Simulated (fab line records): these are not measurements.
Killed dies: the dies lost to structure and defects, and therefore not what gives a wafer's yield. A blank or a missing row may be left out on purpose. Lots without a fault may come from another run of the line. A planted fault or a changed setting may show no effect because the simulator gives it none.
A struck lot beside a sound one || flow n5Finfet || 30 out of 1938 route steps
Sound: the wafers L169.1, L169.3, L169.5. Wafers struck: L175.1, L175.3, L175.6. At the end, the cause is stated.
Per side, at each step with rows, come the tool, then ch with its chambers, and then its first start. Under that, the readings that differ: sound wafers || struck wafers || difference of the means || sigmas: that difference in standard deviations of wafers without a fault.
alike: words and numbers the same on both sides, and readings whose means are apart by under 2 such deviations; not compared: readings that were withheld, readings missing a value for some wafer, numbers with overlapping values and no deviation given by the record, and bounds like >300 which may hide the same value.
Wherever a step has rows on one side only, a row that says differs or no value, or a row with sigmas, the two part there. Numbers that have no deviation but don't overlap get no sigmas and don't part them. A reading missing from all wafers of one side parts the sides only when that side holds two or more wafers.

N5_BEOL_M0_SAQP_INSPECT_16: inspects for defects (brightfield).
  struck on defectInspect-02, day 8 03:01; sound on defectInspect-01, day 6 16:02
  alike: rawDefectCount
N5_BEOL_M0_SAQP_DESCUM_19: chemistry O2, time 7.9 s.
  sound on rieDiel-03 ch 1,3, day 6 16:18; struck on rieDiel-02 ch 0,1,3, day 8 03:18
  alike: drypumpMotorCurrentA, o2FlowSccm, oesProductAu, rfVppV, showerheadPlenumPTorr, throttleValvePct
  not compared: rfHoursCounterH
N5_BEOL_M0_SAQP_ETCH_83: etches SiARC in CF4, target depth 39 nm, time 65 s.
  sound on rieDiel-03 ch 1,3, day 6 16:20; struck on rieDiel-02 ch 0,1,3, day 8 03:20
  alike: drypumpMotorCurrentA, etchRfOnTimeS, oesProductAu, rfVppV, showerheadPlenumPTorr, throttleValvePct
  not compared: rfHoursCounterH
then, 5 steps without rows for these wafers: N5_BEOL_M0_SAQP_ETCH_84 (etches SOC in N2/H2, target depth 100 nm, overetch 20 nm, time 150 s); N5_BEOL_M0_SAQP_STRIP_80 (strips in N2/H2); N5_BEOL_M0_SAQP_HM_OPEN_112 (chemistry CHF3/O2, target SiO2, stops on a-Si, target depth 12 nm, time 13.5 s); N5_BEOL_M0_SAQP_STRIP_113 (strips in CHF3/O2); N5_BEOL_M0_SAQP_MANDREL_ETCH_20 (etches a-Si in HBr/Cl2, stops on SiNx, target depth 60 nm, bt time 10 s, time 30 s).
N5_BEOL_M0_SAQP_STRIP_86: strips in N2/H2.
  sound on rieDiel-02 ch 2,3, day 6 16:41; struck on rieDiel-02 ch 0,1,3, day 8 03:49
  alike: drypumpMotorCurrentA, n2FlowSccm, oesProductAu, rfVppV, showerheadPlenumPTorr, throttleValvePct
  not compared: rfHoursCounterH
then, 2 steps without rows for these wafers: N5_BEOL_M0_SAQP_STRIP_115 (strips in post etch residue remover, time 60 s); N5_BEOL_M0_SAQP_SRD_93 (time 30 s).
N5_BEOL_M0_SAQP_RECESS_114: chemistry HF/NH3, target SiO2, target depth 14.4 nm, afs cycles 3, sublimation time 60 s.
  sound on vaporEtch-02 ch 0,1, day 6 16:49; struck on vaporEtch-02 ch 0,1, day 8 03:56
  alike: drypumpMotorCurrentA, forelinePTorr
N5_BEOL_M0_SAQP_SPACER1_ALD_98: deposits SiO2, target thk 12.8 nm, pulse time 1 s, purge time 2 s.
  sound on aldSin-04 ch 1,3, day 6 17:12; struck on aldSin-03 ch 0,2,3, day 8 04:23
  no value came back on the struck wafers for any of 5 readings (aldCycles, chamberPressureTorr (Torr) and others); on the sound wafers aldCycles reads 138 138 138
then, 1 step without rows for these wafers: N5_BEOL_M0_SAQP_SPACER1_ETCHBACK_99 (etches SiO2 in CHF3/O2, target depth 15.4 nm, time 7.7 s).
N5_BEOL_M0_SAQP_MANDREL1_REMOVE_100: chemistry HBr/Cl2/O2, target a-Si, stops on SiNx, bt time 10 s.
  sound on rieSi-04 ch 1,2,3, day 6 17:46; struck on rieSi-03 ch 1,2,3, day 8 05:05
{"reading": "model.BEOL_M0_SAQP.cdNm (nm)", "sound": "12.8 12.8 12.6", "struck": "41.6 42 41", "difference": "+28.8", "sigmas": ""}
  alike: drypumpMotorCurrentA, heBacksideLeakSccm, oesProductAu, throttleValvePct
  not compared: rfHoursCounterH
N5_BEOL_M0_SAQP_CD_MEAS_25: the cd target is 13.1 nm.
  sound on cdSem-02 ch 0, day 6 17:52; struck on cdSem-01 ch 0, day 8 05:11
{"reading": "cdNm (nm)", "sound": "13.23 12.49 12.84", "struck": "- - -", "difference": "no value on the struck wafers", "sigmas": ""}
then, 10 steps without rows for these wafers: N5_BEOL_M0_SAQP_ETCH_101 (etches SiNx in CH3F/O2, target depth 29.9 nm, time 42.7 s); N5_BEOL_M0_SAQP_ETCH_102 (etches SiO2 in CF4, target depth 4 nm, time 4.4 s); N5_BEOL_M0_SAQP_MANDREL_ETCH_103 (etches a-Si in HBr/Cl2, stops on SiCN, target depth 45 nm, bt time 10 s, time 27 s); N5_BEOL_M0_SAQP_RECESS_104 (chemistry HF/NH3, target SiO2, target depth 18 nm, afs cycles 3, sublimation time 60 s); N5_BEOL_M0_SAQP_COAT_105 (time 60 s, resist thk 100 nm); N5_BEOL_M0_SAQP_ETCH_106 (etches SOC in N2/H2, stops on SiNx, target depth 150 nm); N5_BEOL_M0_SAQP_ETCH_107 (etches SiNx in CH3F/O2, target depth 30 nm); N5_BEOL_M0_SAQP_STRIP_108 (strips in N2/H2); N5_BEOL_M0_SAQP_RECESS_109 (chemistry HF/NH3, target SiO2, target depth 3 nm, afs cycles 1, sublimation time 60 s); N5_BEOL_M0_SAQP_SPACER2_ALD_26 (deposits SiO2, target thk 15 nm, pulse time 1 s, purge time 2 s).
N5_BEOL_M0_SAQP_SPACER2_ETCHBACK_27: etches SiO2 in CHF3/O2, target depth 22.5 nm, time 11.25 s.
  sound on rieDiel-03 ch 1,2,3, day 6 19:26; struck on rieDiel-03 ch 0,3, day 8 07:11
  alike: drypumpMotorCurrentA, oesProductAu, rfVppV, showerheadPlenumPTorr, throttleValvePct
  not compared: rfHoursCounterH
N5_BEOL_M0_SAQP_MANDREL2_REMOVE_110: chemistry HBr/Cl2/O2, target a-Si, stops on SiCN, bt time 10 s.
  sound on rieSi-03 ch 0,3, day 6 19:31; struck on rieSi-02 ch 0,1,3, day 8 07:17
{"reading": "model.BEOL_M0_SAQP.cdNm (nm)", "sound": "15 15 14.8", "struck": "42.2 42.4 41.8", "difference": "+27.2", "sigmas": ""}
  alike: drypumpMotorCurrentA, heBacksideLeakSccm, oesProductAu, throttleValvePct
  not compared: rfHoursCounterH
N5_BEOL_M0_SAQP_CD_MEAS_29: the cd target is 14.4 nm.
  sound on cdSem-01 ch 0, day 6 19:38; struck on cdSem-01 ch 0, day 8 07:23
{"reading": "cdNm (nm)", "sound": "15.05 15.17 14.85", "struck": "- - -", "difference": "no value on the struck wafers", "sigmas": ""}
N5_BEOL_M4_RC_MEAS_101:
  the record has rows for the sound wafers here (prober-01 ch 0, day 8 23:05) and none for the struck ones

WHERE THEY PART
First at N5_BEOL_M0_SAQP_SPACER1_ALD_98; last, within this record, at N5_BEOL_M4_RC_MEAS_101.

WHY: what the simulator had put in
Skipped step whole: aldSin-03, from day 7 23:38 on, at N5_BEOL_M0_SAQP_SPACER1_ALD_98. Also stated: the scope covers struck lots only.
